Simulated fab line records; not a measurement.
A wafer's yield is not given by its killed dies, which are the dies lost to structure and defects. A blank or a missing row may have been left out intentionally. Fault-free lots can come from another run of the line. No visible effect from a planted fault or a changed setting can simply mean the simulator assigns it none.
Which tool did it? -- flow nandHarc -- Sampling: 14 lots, 42 wafers, 5 of 1159 route steps

== WHAT EACH GAUGE READ, for each wafer ==
NHARC_P_ZERO_WELL_CD_MEAS_24: the cd target is 720 nm.
lot,measured,on,cdNm (nm)
L156,day 1 14:28,cdSem-03,719.1 717.4 720.7
L157,day 1 20:29,cdSem-03,717.2 721.8 719.4
L158,day 2 02:35,cdSem-01,718.8 717.4 722.5
L162,day 3 02:36,cdSem-01,720.4 719.8 721.2
L163,day 3 08:36,cdSem-01,718.1 719.3 722.8
L164,day 3 14:20,cdSem-03,716.0 719.3 714.0
L165,day 3 20:28,cdSem-02,720.8 719.5 720.9
L166,day 4 02:27,cdSem-02,719.9 718.3 720.3
L167,day 4 08:28,cdSem-01,721.1 720.3 721.6
L170,day 5 02:30,cdSem-01,716.5 718.7 717.6
L171,day 5 08:29,cdSem-02,721.1 720.3 721.3
L174,day 6 02:38,cdSem-03,721.1 724.0 719.6
L175,day 6 08:29,cdSem-01,719.4 719.3 720.0
L179,day 7 08:41,cdSem-02,715.6 715.6 715.0

NHARC_P_GATE_CD_MEAS_26: the cd target is 120 nm.
lot,measured,on,cdNm (nm)
L156,day 4 17:53,cdSem-03,120.8 120.8 120.9
L157,day 5 00:20,cdSem-01,120.1 119.5 120.3
L158,day 4 23:39,cdSem-03,119.2 119.4 119.2
L162,day 6 01:25,cdSem-01,121.2 119.4 120.4
L163,day 6 09:08,cdSem-01,120.8 121.0 121.1
L164,day 6 16:01,cdSem-01,119.9 120.2 119.6
L165,day 7 00:42,cdSem-03,119.4 120.0 119.1
L166,day 7 05:04,cdSem-01,121.7 120.9 120.1
L167,day 7 04:37,cdSem-01,120.0 120.0 120.4
L170,day 8 12:32,cdSem-03,119.2 119.0 120.1
L171,day 8 13:05,cdSem-01,120.3 120.0 120.1
L174,day 9 04:43,cdSem-03,120.3 120.4 119.7
L175,day 9 04:50,cdSem-03,119.9 119.8 120.7
L179,day 10 07:26,cdSem-01,120.5 120.4 119.5

NHARC_END_SORT_01.
lot,measured,on,killedAtArray,killedAtOther,killedAtPeriphery,killedDies,killedOpen,killedShort
L174,day 23 13:57,prober-02,34 31 25,0 0 0,643 646 652,677 677 677,5 9 5,0 5 1
L175,day 23 22:06,prober-02,31 26 28,1 0 5,645 651 644,677 677 677,4 2 5,4 0 2

== TOOL THAT RAN EACH LOT (tool first, then ch and the chambers of the sampled wafers, then the start) ==
lot,NHARC_P_ZERO_WELL_RTA_42,NHARC_P_GATE_CVD_17
L156,"rtpAnneal-01 ch 0, day 1 18:50","lpcvdPoly-04 ch 0, day 4 14:02"
L157,"rtpAnneal-02 ch 0, day 2 01:04","lpcvdPoly-04 ch 0, day 4 19:20"
L158,"rtpAnneal-02 ch 0, day 2 06:54","lpcvdPoly-04 ch 0, day 4 19:20"
L162,"rtpAnneal-01 ch 0, day 3 06:49","lpcvdPoly-04 ch 0, day 5 20:11"
L163,"rtpAnneal-01 ch 0, day 3 13:16","lpcvdPoly-04 ch 0, day 6 05:17"
L164,"rtpAnneal-01 ch 0, day 3 18:46","lpcvdPoly-03 ch 0, day 6 10:45"
L165,"rtpAnneal-01 ch 0, day 4 00:55","lpcvdPoly-03 ch 0, day 6 20:19"
L166,"rtpAnneal-01 ch 0, day 4 07:12","lpcvdPoly-04 ch 0, day 6 23:31"
L167,"rtpAnneal-01 ch 0, day 4 13:03","lpcvdPoly-04 ch 0, day 6 23:31"
L170,"rtpAnneal-02 ch 0, day 5 07:08","lpcvdPoly-01 ch 0, day 8 05:37"
L171,"rtpAnneal-02 ch 0, day 5 12:47","lpcvdPoly-01 ch 0, day 8 05:37"
L174,"rtpAnneal-02 ch 0, day 6 07:07","lpcvdPoly-04, day 9 00:37"
L175,"rtpAnneal-02 ch 0, day 6 12:47","lpcvdPoly-04, day 9 00:37"
L179,"rtpAnneal-02 ch 0, day 7 12:59","lpcvdPoly-01 ch 0, day 10 02:51"
- NHARC_P_ZERO_WELL_RTA_42: time 300 s.
- NHARC_P_GATE_CVD_17: deposits poly-Si, target thk 150 nm, time 900 s.

== WHAT THE TOOLS THEMSELVES READ (means of the sampled wafers that have a number; where no wafer has one, the mark that the record gives instead) ==
NHARC_P_ZERO_WELL_RTA_42.
lot,tool,lampPowerPct (%),lamp_zone_7_pct (%),wafer_temp_C_max
L156,rtpAnneal-01,37.4,37.7,1103.5
L157,rtpAnneal-02,39.6,40.0,1106.2
L158,rtpAnneal-02,39.5,39.8,1106.5
L162,rtpAnneal-01,37.6,37.9,1104.6
L163,rtpAnneal-01,37.6,37.9,1103.2
L164,rtpAnneal-01,37.6,38.0,1103.5
L165,rtpAnneal-01,37.5,37.8,1103.7
L166,rtpAnneal-01,37.5,37.8,1103.5
L167,rtpAnneal-01,37.6,37.9,1103.5
L170,rtpAnneal-02,39.5,39.9,1106.0
L171,rtpAnneal-02,39.6,39.9,1104.8
L174,rtpAnneal-02,39.6,39.9,1106.0
L175,rtpAnneal-02,39.5,39.9,1106.0
L179,rtpAnneal-02,39.5,39.9,1106.6

NHARC_P_GATE_CVD_17.
lot,tool,runLengthS (s),spikeTcBottomC (C),zonePowerBottomPct (%)
L156,lpcvdPoly-04,901.4,642.7,13.1
L157,lpcvdPoly-04,902.1,641.0,13.2
L158,lpcvdPoly-04,901.7,641.8,13.0
L162,lpcvdPoly-04,901.5,641.3,13.1
L163,lpcvdPoly-04,902.0,642.1,13.1
L164,lpcvdPoly-03,901.1,645.4,14.3
L165,lpcvdPoly-03,900.9,644.9,14.5
L166,lpcvdPoly-04,901.5,641.3,13.0
L167,lpcvdPoly-04,901.4,641.4,13.0
L170,lpcvdPoly-01,901.1,642.6,12.2
L171,lpcvdPoly-01,900.7,643.1,12.2
L174,lpcvdPoly-04,-,-,-
L175,lpcvdPoly-04,-,-,-
L179,lpcvdPoly-01,901.6,643.1,12.3

== THE ANSWER, worked out from the rows above alone ==
Rule: what is usual is taken from the lots themselves. The widest of any qualifying gaps counts: lots, ordered by their means at a reading, are off when they make up no more than a third of the lots, leave a main group of 4 or more, and stand apart from it by 3 or more times the standard deviation of that group's means. A main group is skipped when, at the precision printed for the reading in the tables above, its means are all equal. A lot without any number at a reading at which 4 lots or more have one is off too. Where the step has rows for the other lots, those lots are counted as sound. Order of review: gauges by route order, followed by the tools' own readings, for which a lot's mean as printed above is used. At the first step where some lot is off, the reading lying furthest off is the one used; lots without a number count as furthest.
Off: L174, L175 (NHARC_P_GATE_CVD_17, runLengthS). Without a number there: L174, L175. The main group has a mean of 901.4 s with a standard deviation of 0.4.
A tool fits if, at that step or a process step before it, it ran every lot that is off, and no sound lot after the first of them. One fits: NHARC_P_GATE_CVD_17 on lpcvdPoly-04. Its last sound lot is L166 (day 6 23:31), its first lot that is off L174 (day 9 00:37): a fault that began between those two fits.
Blank at NHARC_P_GATE_CVD_17 on the lots that are off, where sound lots have numbers: runLengthS, spikeTcBottomC, zonePowerBottomPct.

== WHAT HAD BEEN PUT IN BY THE SIMULATOR ==
Entire step skipped (lpcvdPoly-04, NHARC_P_GATE_CVD_17), from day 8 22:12 onward. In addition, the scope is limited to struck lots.
Shown lots that were struck: L174, L175. The rule above reached the same finding.
